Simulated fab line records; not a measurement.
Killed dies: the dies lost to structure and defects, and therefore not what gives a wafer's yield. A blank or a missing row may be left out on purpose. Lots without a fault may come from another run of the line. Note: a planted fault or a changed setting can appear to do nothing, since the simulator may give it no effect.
Split-lot study | flow n5 finfet | 39 wafers read from 7 lots, route of 1938 steps

THE SPLIT
At N5_MOL_CONTACT_COAG_ETCH_15 (etches SiNx in CH3F/O2, stops on Si:P, target depth 7 nm), the setting source w was moved away from the recipe's 395 W on 15 of the 39 wafers read, by -13.9% to +14.6%. This setting was run at the recipe's value on the other wafers.

Reading taken at the split's own step.

THE READING
rf vpp V, in V, at N5_MOL_CONTACT_COAG_ETCH_15 (etches SiNx in CH3F/O2, stops on Si:P, target depth 7 nm). A value of 297 V with a standard deviation of 5.7 V is what fault-free wafers of this fab line usually give.

wafer  | tool, chamber at the split | source w as run, W | against the recipe | rf vpp V, V | against lot-mates on the recipe
L076.1 | rie diel-03, 0             | 395                | recipe             | 305         | -
L076.3 | rie diel-03, 3             | 395                | recipe             | 292         | -
L076.5 | rie diel-03, 3             | 395                | recipe             | 293         | -
L085.1 | rie diel-03, 2             | 395                | recipe             | 287         | -
L085.2 | rie diel-03, 3             | 395                | recipe             | 291         | -
L085.3 | rie diel-03, 0             | 395                | recipe             | 304         | -
L085.4 | rie diel-03, 1             | 395                | recipe             | 299         | -
L085.5 | rie diel-03, 1             | 395                | recipe             | 300         | -
L085.6 | rie diel-03, 0             | 395                | recipe             | 305         | -
L087.1 | rie diel-05, 3             | 395                | recipe             | 297         | -
L087.2 | rie diel-05, 2             | 395                | recipe             | 298         | -
L087.3 | rie diel-05, 0             | 348.5              | -11.8%             | 313         | +15
L087.4 | rie diel-05, 1             | 348.5              | -11.8%             | 314         | +16
L087.5 | rie diel-05, 2             | 395                | recipe             | 298         | -
L087.6 | rie diel-05, 3             | 348.5              | -11.8%             | 314         | +16
L090.1 | rie diel-01, 1             | 452.6              | +14.6%             | 286         | -14
L090.2 | rie diel-01, 3             | 452.6              | +14.6%             | 277         | -23
L090.3 | rie diel-01, 2             | 395                | recipe             | 301         | -
L090.4 | rie diel-01, 0             | 452.6              | +14.6%             | 276         | -24
L090.5 | rie diel-01, 0             | 395                | recipe             | 296         | -
L090.6 | rie diel-01, 1             | 395                | recipe             | 303         | -
L092.1 | rie diel-03, 2             | 395                | recipe             | 288         | -
L092.2 | rie diel-03, 1             | 365.5              | -7.5%              | 311         | +14
L092.3 | rie diel-03, 0             | 365.5              | -7.5%              | 318         | +21
L092.4 | rie diel-03, 3             | 365.5              | -7.5%              | 302         | +5
L092.5 | rie diel-03, 1             | 395                | recipe             | 300         | -
L092.6 | rie diel-03, 0             | 395                | recipe             | 304         | -
L094.1 | rie diel-01, 3             | 395                | recipe             | 295         | -
L094.2 | rie diel-01, 2             | 395                | recipe             | 302         | -
L094.3 | rie diel-01, 1             | 340.2              | -13.9%             | 325         | +28
L094.4 | rie diel-01, 0             | 340.2              | -13.9%             | 318         | +21
L094.5 | rie diel-01, 0             | 395                | recipe             | 295         | -
L094.6 | rie diel-01, 3             | 340.2              | -13.9%             | 313         | +16
L095.1 | rie diel-05, 0             | 340.5              | -13.8%             | 317         | +20
L095.2 | rie diel-05, 2             | 340.5              | -13.8%             | 321         | +24
L095.3 | rie diel-05, 3             | 395                | recipe             | 297         | -
L095.4 | rie diel-05, 1             | 395                | recipe             | 296         | -
L095.5 | rie diel-05, 1             | 395                | recipe             | 297         | -
L095.6 | rie diel-05, 2             | 340.5              | -13.8%             | 319         | +22

THE FIT
A straight line over all 39 wafers: rf vpp V changes by -1.41 V for each +1% of source w; r = -0.91; the points scatter about the line by 4.9 V.
The same after taking each lot's own level away (the mean of its wafers on the recipe; 39 wafers): -1.49 V for each +1%; r = -0.92; scatter 4.8 V.
According to that fit, moving source w by its largest amount changes the reading by 22 V.
The lots' own levels span 296.7 to 300.0 V, that is 0.6 times the standard deviation above.
The two slopes are in agreement: the lot-to-lot level therefore moves the slope only a little.
Check: for one of the wafers moved furthest among these (+14.6%), held out of the fit, the line's prediction against its lot-mates is -22.8 V. Against them it came out at -14 V.
Tool readings at the split's step, against how far the setting was moved: rf vpp V r = -0.91.

THE OTHER SPLITS THESE WAFERS WENT THROUGH
Other splits were also applied to these wafers ahead of the reading. Each is held against what the fit with the lots' levels taken away leaves over:
other split on the same wafers               | wafers away from the commonest value | r with rf vpp V (lot level and that fit taken away)
N5_WELL_APT_IMPLANT_15 energy kev            | 18                                   | +0.02
N5_GATE_CUT_ETCH_58 time s                   | 18                                   | +0.02
N5_GATE_CUT_ETCH_37 bias w                   | 12                                   | +0.08
N5_MOL_CONTACT_COAG_CONTACT_ETCH_14 source w | 12                                   | -0.20

THE FILE'S OWN FIT
rf vpp V changes by -1.5 V for each +1% of source w, r = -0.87.
